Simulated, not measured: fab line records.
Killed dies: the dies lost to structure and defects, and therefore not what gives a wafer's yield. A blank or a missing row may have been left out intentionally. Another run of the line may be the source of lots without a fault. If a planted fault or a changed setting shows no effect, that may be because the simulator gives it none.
The tool behind it: which one? ; flow nand harc ; 36 wafers from 12 lots sampled at 5 of the route's 1159 steps

== WHAT THE GAUGES SHOWED, per wafer ==
NHARC_END_SORT_01.
lot;measured;on;killed at array;killed at other;killed at periphery;killed dies;killed open;killed short
L506;day 24 18:03;prober-01;583 43 41;1 0 1;6 4 0;590 47 42;5 6 0;4 2 2

== TOOL THAT RAN EACH LOT (tool first, then ch and the chambers of the sampled wafers, then the start) ==
lot;NHARC_A_STAIRCASE_DEP_156;NHARC_A_STAIRCASE_TRIM_12;NHARC_A_STAIRCASE_ETCH_13;NHARC_A_STAIRCASE_ETCH_23
L490;pecvd-04 ch 0,1,2, day 10 14:30;rie diel-01 ch 0,2,3, day 10 17:26;rie diel-01 ch 0,1,2, day 10 17:36;rie diel-01 ch 0,2,3, no start
L491;pecvd-03 ch 0,1,2, day 11 07:11;rie diel-11 ch 0,1,2, day 11 10:04;rie diel-11 ch 0,1,3, day 11 10:13;rie diel-07 ch 0,2,3, no start
L493;pecvd-03 ch 0,2, day 11 07:21;rie diel-01 ch 1,3, day 11 10:22;rie diel-01 ch 0,1,2, day 11 10:31;rie diel-01 ch 0,3, no start
L495;pecvd-04 ch 1,2, day 11 10:55;rie diel-01 ch 0,1,3, day 11 13:46;rie diel-01 ch 0,1, day 11 13:57;rie diel-01 ch 1,2,3, no start
L492;pecvd-01 ch 1,2, day 11 11:05;rie diel-07 ch 0,2,3, day 11 14:10;rie diel-07 ch 0,1, day 11 14:19;rie diel-07 ch 0,1, no start
L494;pecvd-04 ch 0,1,2, day 11 17:07;rie diel-01 ch 0,1, day 11 20:03;rie diel-01 ch 0,3, day 11 20:13;rie diel-11 ch 1,2, no start
L496;pecvd-01 ch 0,2, day 11 17:07;rie diel-07 ch 0,2,3, day 11 20:23;rie diel-07 ch 0,3, day 11 20:31;rie diel-07 ch 2,3, no start
L500;pecvd-01 ch 0,1,2, day 13 08:05;rie diel-07 ch 2,3, day 13 10:53;rie diel-07 ch 1,2,3, day 13 11:02;rie diel-11 ch 0,1,2, no start
L506;pecvd-04 ch 0,1,2, day 15 00:26;rie diel-01 ch 0,2,3, day 15 03:29;rie diel-01 ch 0,1,2, day 15 03:38;rie diel-01 ch 0,2,3, day 24 18:03 or earlier
L507;pecvd-03 ch 1,2, day 15 07:05;rie diel-11 ch 1,2,3, day 15 10:10;rie diel-11 ch 1,2,3, day 15 10:19;rie diel-01 ch 1,2,3, no start
L510;pecvd-04 ch 1,2, day 15 16:59;rie diel-11 ch 1,3, day 15 19:58;rie diel-11 ch 0,1,2, day 15 20:07;rie diel-01 ch 1,2,3, no start
L512;pecvd-04 ch 1,2, day 15 19:58;rie diel-07 ch 1,2,3, day 15 23:12;rie diel-07 ch 0,3, day 15 23:19;rie diel-07 ch 0,1,2, no start
- NHARC_A_STAIRCASE_DEP_156: deposits SiNx, target thk 50 nm.
- NHARC_A_STAIRCASE_TRIM_12: chemistry O2, time 211.2 s.
- NHARC_A_STAIRCASE_ETCH_13: etches the open film in C4F8/O2, target depth 100 nm, time 40.5 s.
- NHARC_A_STAIRCASE_ETCH_23: etches the open film in C4F8/O2, target depth 100 nm, time 40.5 s.

== WHAT THE TOOLS THEMSELVES READ (means of the sampled wafers that have a number; where no wafer has one, the mark that the record gives instead) ==
NHARC_A_STAIRCASE_DEP_156.
lot;tool;heater power w (W);susceptor temp C (C)
L490;pecvd-04;761;399.96
L491;pecvd-03;680;400.18
L493;pecvd-03;673;399.95
L495;pecvd-04;813;399.97
L492;pecvd-01;656;400.00
L494;pecvd-04;742;399.90
L496;pecvd-01;661;400.14
L500;pecvd-01;597;400.15
L506;pecvd-04;708;399.93
L507;pecvd-03;647;399.70
L510;pecvd-04;693;399.92
L512;pecvd-04;736;399.89

NHARC_A_STAIRCASE_TRIM_12.
lot;tool;drypump motor current A (A);oes product au (a.u.);rf vpp V (V);showerhead plenum p Torr (Torr);throttle valve pct (%)
L490;rie diel-01;5.7;1.020;57.7;3.39;17.040
L491;rie diel-11;5.4;0.996;56.9;3.45;17.046
L493;rie diel-01;5.0;1.015;57.7;3.48;17.040
L495;rie diel-01;5.6;1.017;57.8;3.45;17.041
L492;rie diel-07;5.8;0.997;57.4;3.52;17.036
L494;rie diel-01;6.1;1.005;56.4;3.41;17.037
L496;rie diel-07;5.8;0.991;58.7;3.52;17.031
L500;rie diel-07;5.9;0.986;58.7;3.67;17.044
L506;rie diel-01;5.7;1.005;57.2;3.37;17.041
L507;rie diel-11;5.2;1.003;57.0;3.36;17.028
L510;rie diel-11;5.4;1.007;58.4;3.35;17.039
L512;rie diel-07;6.2;0.991;59.0;3.62;17.042

NHARC_A_STAIRCASE_ETCH_13.
lot;tool;oes product au (a.u.);rf vpp V (V)
L490;rie diel-01;0.954;893
L491;rie diel-11;0.937;893
L493;rie diel-01;0.939;893
L495;rie diel-01;0.930;892
L492;rie diel-07;0.946;892
L494;rie diel-01;0.931;889
L496;rie diel-07;0.943;894
L500;rie diel-07;0.948;899
L506;rie diel-01;1.008;894
L507;rie diel-11;0.932;890
L510;rie diel-11;0.909;893
L512;rie diel-07;0.960;893

NHARC_A_STAIRCASE_ETCH_23.
lot;tool;oes product au (a.u.);rf vpp V (V)
L490;rie diel-01;0.950;891
L491;rie diel-07;0.956;896
L493;rie diel-01;0.948;891
L495;rie diel-01;0.958;894
L492;rie diel-07;0.946;896
L494;rie diel-11;0.949;890
L496;rie diel-07;0.929;899
L500;rie diel-11;0.938;892
L506;rie diel-01;0.944;890
L507;rie diel-01;0.931;893
L510;rie diel-01;0.961;893
L512;rie diel-07;0.934;894

== THE ANSWER, worked out from the rows above alone ==
Rule: the usual values come from the lots themselves. Put in order of their means at a reading, lots are off if they are a third of the lots or fewer, leave a main group of 4 or more, and stand apart from it by a gap of 3 or more times the standard deviation of the main group's means; of several such gaps the widest counts. A main group whose means are all the same, to the digits that the tables above print for the reading, isn't used. Also off: a lot with no number at a reading for which 4 or more lots have one. All remaining lots with rows at the step are treated as sound. After the gauges, taken in route order, come the tools' own readings; for these a lot's mean is taken, as printed above. At the first step where some lot is off, the reading lying furthest off is the one used; lots without a number count as furthest.
Off, at NHARC_A_STAIRCASE_ETCH_13 on oes product au: L506. Mean 0.939 a.u. and standard deviation 0.013 in the main group.
If a tool, at that step or one of the process steps before it, ran each lot that is off and ran no sound lot following the first of them, it fits. One fits: NHARC_A_STAIRCASE_TRIM_12 and NHARC_A_STAIRCASE_ETCH_13 on rie diel-01. At NHARC_A_STAIRCASE_TRIM_12 its last sound lot is L494 (day 11 20:03), its first lot that is off L506 (day 15 03:29): a fault that began between those two fits.

== WHAT THE SIMULATOR HAD INSERTED ==
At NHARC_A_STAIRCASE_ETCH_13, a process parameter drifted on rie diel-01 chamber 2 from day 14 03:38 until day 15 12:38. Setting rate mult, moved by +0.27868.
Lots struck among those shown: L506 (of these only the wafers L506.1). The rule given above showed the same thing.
